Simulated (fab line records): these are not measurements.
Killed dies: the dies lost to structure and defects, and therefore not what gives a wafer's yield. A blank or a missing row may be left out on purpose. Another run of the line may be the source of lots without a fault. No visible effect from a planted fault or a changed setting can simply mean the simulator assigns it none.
8D (eight disciplines) problem report, filled in by code || flow nand-harc || the parts of the form that need people (team, actions taken, sign-off) are left out

== 1. WHAT WENT WRONG ==
Mean of killed-at-array at NHARC_END_SORT_01: 670 across 6 wafers in 2 lots; on wafers with no fault it is 26 (standard deviation 10). Relative to the usual mean, that is a shift of +64 standard deviations.
First seen on wafer L549.1, day 22 07:30, on prober-02. The record has a number at this step for 12 wafers belonging to 4 lots. By rule, "out" or "out of limits" means more than 4 standard deviations away from the usual mean. The other wafers with a number count as sound.

== 2. WHAT IT IS AND WHAT IT IS NOT ==
{"question": "which readings at this step", "is": "killed-at-array, killed-dies", "is not": "killed-at-other, killed-open, killed-short"}
{"question": "which lots", "is": "L549, L552", "is not": "L546, L550"}
{"question": "which wafers of those lots", "is": "all that have a number", "is not": "-"}
{"question": "read on which gauges", "is": "prober-01, prober-02", "is not": "-"}
{"question": "when", "is": "from day 22 07:30", "is not": "up to then (6 sound wafers)"}

== 3. SUSPECTS, AND WHAT RULES EACH OUT ==
Counting: a tool at a process step up to the reading stays a suspect if it ran every lot that is out and no sound lot after the first of them.
- ruled out: the gauge at NHARC_END_SORT_01. 2 gauges (prober-01, prober-02) read the wafers that are out.
- pecvd-onon-01 at NHARC_A_ONON_D1_DEP_09 (target thk 1000 nm): kept. It processed each lot that is out, first L549 at day 10 18:50, and no sound lot thereafter; up to then, the last sound lot it processed was L546 at day 9 19:53.
Left after counting: pecvd-onon-01 at NHARC_A_ONON_D1_DEP_09.

== 4. THE CAUSE (what the simulator had put in) ==
Beginning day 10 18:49, the whole step at NHARC_A_ONON_D1_DEP_09 was skipped on pecvd-onon-01. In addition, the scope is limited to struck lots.
The count eliminated every tool but this one.

== 5. THE EFFECT CHAIN, in route order ==
Each row: a reading where the mean over the struck wafers with a number is more than 3 standard deviations away from the usual. Only readings for which the record gives a usual standard deviation are gone through. hours: the time from each lot's start at the first step in this table that gives one to its start at this step, as a median over the lots. sigmas: the change in usual standard deviations.
{"hours": 0, "step": "NHARC_END_SORT_01", "reading": "killed-at-array", "usual": 26, "on struck wafers": 670, "change": "+644", "sigmas": "+64"}
{"hours": 0, "step": "NHARC_END_SORT_01", "reading": "killed-dies", "usual": 29, "on struck wafers": 677, "change": "+648", "sigmas": "+59"}
Readings that are blank on the struck wafers while sound wafers have them: n2-flow-sccm at NHARC_A_ONON_D1_DEP_09; n2o-flow-sccm at NHARC_A_ONON_D1_DEP_09.

== 6. HOW IT WOULD HAVE BEEN CAUGHT EARLIER ==
The first out-of-limits reading at a measuring or inspecting step in this record came at day 22 07:30, 277 hours after the fault's start at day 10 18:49.
At NHARC_A_ONON_D1_DEP_09 the tool's readings are blank on the struck wafers, where sound wafers have them: an empty tool record is the first sign, and it was there at once.
By day 22 07:30, every lot that is out (2) had started NHARC_A_ONON_D1_DEP_09 on pecvd-onon-01. Had the tool been put on hold then, not one of them would have been saved.
